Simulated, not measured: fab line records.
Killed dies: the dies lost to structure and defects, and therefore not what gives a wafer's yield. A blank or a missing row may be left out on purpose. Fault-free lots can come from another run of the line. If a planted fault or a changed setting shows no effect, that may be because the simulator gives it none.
Chamber matching || flow n5Finfet || N5_BEOL_M5_CURE_79 on uvCure-02 has 3 sister chambers
The step cures SiCOH lowk, time 240 s. 20 wafers are shown with their chamber, then 10 later ones without.

== WAFERS WITH THEIR CHAMBER ==
{"wafer": "L077.2", "chamber": 1, "wafer_temp_C_max": 386.8, "lampPowerPct (%)": 52.28}
{"wafer": "L077.3", "chamber": 1, "wafer_temp_C_max": 386.8, "lampPowerPct (%)": 52.31}
{"wafer": "L077.6", "chamber": 1, "wafer_temp_C_max": 386.2, "lampPowerPct (%)": 52.38}
{"wafer": "L078.2", "chamber": 2, "wafer_temp_C_max": 386.8, "lampPowerPct (%)": 52.36}
{"wafer": "L078.3", "chamber": 2, "wafer_temp_C_max": 386.5, "lampPowerPct (%)": 52.31}
{"wafer": "L078.6", "chamber": 2, "wafer_temp_C_max": 386.3, "lampPowerPct (%)": 52.32}
{"wafer": "L079.1", "chamber": 1, "wafer_temp_C_max": 386.7, "lampPowerPct (%)": 52.37}
{"wafer": "L079.2", "chamber": 1, "wafer_temp_C_max": 386.9, "lampPowerPct (%)": 52.23}
{"wafer": "L079.5", "chamber": 1, "wafer_temp_C_max": 386.9, "lampPowerPct (%)": 52.35}
{"wafer": "L082.1", "chamber": 2, "wafer_temp_C_max": 387.2, "lampPowerPct (%)": 52.40}
{"wafer": "L082.2", "chamber": 2, "wafer_temp_C_max": 386.7, "lampPowerPct (%)": 52.37}
{"wafer": "L082.4", "chamber": 2, "wafer_temp_C_max": 386.6, "lampPowerPct (%)": 52.31}
{"wafer": "L085.3", "chamber": 0, "wafer_temp_C_max": 385.7, "lampPowerPct (%)": 52.21}
{"wafer": "L085.5", "chamber": 0, "wafer_temp_C_max": 385.3, "lampPowerPct (%)": 52.32}
{"wafer": "L085.6", "chamber": 0, "wafer_temp_C_max": 385.2, "lampPowerPct (%)": 52.26}
{"wafer": "L087.3", "chamber": 0, "wafer_temp_C_max": 385.7, "lampPowerPct (%)": 52.26}
{"wafer": "L087.4", "chamber": 0, "wafer_temp_C_max": 385.2, "lampPowerPct (%)": 52.25}
{"wafer": "L087.5", "chamber": 0, "wafer_temp_C_max": 385.9, "lampPowerPct (%)": 52.32}
{"wafer": "L090.1", "chamber": 0, "wafer_temp_C_max": 386.3, "lampPowerPct (%)": 52.30}
{"wafer": "L090.3", "chamber": 0, "wafer_temp_C_max": 386.0, "lampPowerPct (%)": 52.31}

SIGNATURES, as means of the wafers listed above
{"reading": "wafer_temp_C_max", "chamber 0": 385.663, "chamber 1": 386.717, "chamber 2": 386.683, "scatter within a chamber": 0.339}
{"reading": "lampPowerPct", "chamber 0": 52.2788, "chamber 1": 52.3200, "chamber 2": 52.3450, "scatter within a chamber": 0.0453}
Rule: for each reading, subtract the chamber's mean from the wafer's reading, divide by that reading's scatter and square the result; add these up over the readings and take the root, which gives the wafer's distance from the chamber. The wafer belongs to the nearest chamber; if the next one is less than 2 further off, it can't be placed. The scatter: the root of (the sum of the squares of (reading less its chamber's mean) over the shown wafers, divided by (wafers less chambers)).

== WAFERS WITH NO CHAMBER GIVEN ==
{"wafer": "L090.5", "wafer_temp_C_max": 386.1, "lampPowerPct (%)": 52.42}
{"wafer": "L091.3", "wafer_temp_C_max": 387.1, "lampPowerPct (%)": 52.31}
{"wafer": "L091.5", "wafer_temp_C_max": 386.0, "lampPowerPct (%)": 52.33}
{"wafer": "L091.6", "wafer_temp_C_max": 386.7, "lampPowerPct (%)": 52.31}
{"wafer": "L092.1", "wafer_temp_C_max": 386.4, "lampPowerPct (%)": 52.34}
{"wafer": "L092.2", "wafer_temp_C_max": 386.7, "lampPowerPct (%)": 52.42}
{"wafer": "L092.3", "wafer_temp_C_max": 386.2, "lampPowerPct (%)": 52.31}
{"wafer": "L096.1", "wafer_temp_C_max": 386.0, "lampPowerPct (%)": 52.31}
{"wafer": "L096.4", "wafer_temp_C_max": 386.3, "lampPowerPct (%)": 52.28}
{"wafer": "L096.5", "wafer_temp_C_max": 385.9, "lampPowerPct (%)": 52.30}

== THE CHAMBER EACH PASSED THROUGH ==
{"wafer": "L090.5", "from the rows above": "can't be placed: 2 or 1 or 0", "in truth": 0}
{"wafer": "L091.3", "from the rows above": "can't be placed: 1 or 2", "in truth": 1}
{"wafer": "L091.5", "from the rows above": "can't be placed: 0 or 2 or 1", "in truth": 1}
{"wafer": "L091.6", "from the rows above": "can't be placed: 1 or 2", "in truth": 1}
{"wafer": "L092.1", "from the rows above": "can't be placed: 2 or 1 or 0", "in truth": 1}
{"wafer": "L092.2", "from the rows above": "can't be placed: 2 or 1", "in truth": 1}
{"wafer": "L092.3", "from the rows above": "can't be placed: 1 or 2 or 0", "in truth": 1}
{"wafer": "L096.1", "from the rows above": "can't be placed: 0 or 1 or 2", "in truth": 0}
{"wafer": "L096.4", "from the rows above": "can't be placed: 1 or 2 or 0", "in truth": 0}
{"wafer": "L096.5", "from the rows above": "can't be placed: 0 or 1 or 2", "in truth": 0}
Placed correctly: 0 of 10. Unplaceable from these rows: 10, with the true chamber sitting among the candidates in 10. Placed wrongly: 0.
